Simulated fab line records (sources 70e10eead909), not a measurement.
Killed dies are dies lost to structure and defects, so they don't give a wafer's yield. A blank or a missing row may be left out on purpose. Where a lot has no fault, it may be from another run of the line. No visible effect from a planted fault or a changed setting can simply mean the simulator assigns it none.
Chamber matching ; flow nand_harc ; pecvd-01 running NHARC_P_M0_DEP_32: 3 sister chambers
The step deposits SiCN, target thk 30 nm. 20 wafers are shown with their chamber, then 10 later ones without.

== WAFERS, EACH WITH ITS CHAMBER ==
wafer;chamber;heater_power_w (W);rf_fwd_power_W (W)
L076.2;0;599;450.1
L076.5;2;597;448.5
L076.6;0;575;449.6
L077.2;1;784;448.1
L077.3;0;519;451.5
L077.5;1;755;449.4
L079.1;2;594;448.6
L079.5;1;726;447.6
L079.6;2;598;445.5
L080.2;0;503;449.6
L080.3;1;792;449.2
L080.5;0;512;447.5
L081.2;2;516;447.2
L081.3;0;558;450.0
L081.4;1;801;447.6
L085.2;1;796;447.7
L085.3;2;567;449.8
L085.6;0;564;447.6
L087.1;0;572;446.9
L087.3;1;813;448.7

SIGNATURES (averages over the wafers above)
reading;chamber 0;chamber 1;chamber 2;scatter within a chamber
heater_power_w;550.25;781.00;574.40;33.2
rf_fwd_power_W;449.100;448.329;447.920;1.37
Rule: a wafer lies at a distance from a chamber equal to the root of the sum of squares, over the readings, of (its reading less the chamber's mean, divided by the reading's scatter). The wafer belongs to the nearest chamber; if the next one is less than 2 further off, it can't be placed. The scatter: the root of (the sum of the squares of (reading less its chamber's mean) over the shown wafers, divided by (wafers less chambers)).

== WAFERS WITHOUT THEIR CHAMBER ==
wafer;heater_power_w (W);rf_fwd_power_W (W)
L087.6;567;448.9
L090.2;769;448.2
L090.5;782;449.2
L090.6;555;449.4
L091.2;614;447.2
L091.4;538;450.1
L091.6;784;449.0
L097.1;500;448.8
L097.2;711;448.2
L097.5;523;449.2

== WHICH CHAMBER EACH ONE RAN IN ==
wafer;from the rows above;in truth
L087.6;can't be placed: 0 or 2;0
L090.2;1;1
L090.5;1;1
L090.6;can't be placed: 0 or 2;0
L091.2;can't be placed: 2 or 0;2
L091.4;can't be placed: 0 or 2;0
L091.6;1;1
L097.1;can't be placed: 0 or 2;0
L097.2;1;1
L097.5;can't be placed: 0 or 2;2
Correctly placed: 4 of 10. Cannot be placed on the basis of these rows: 6; the candidates contain the true chamber in 6. 0 placed wrongly.
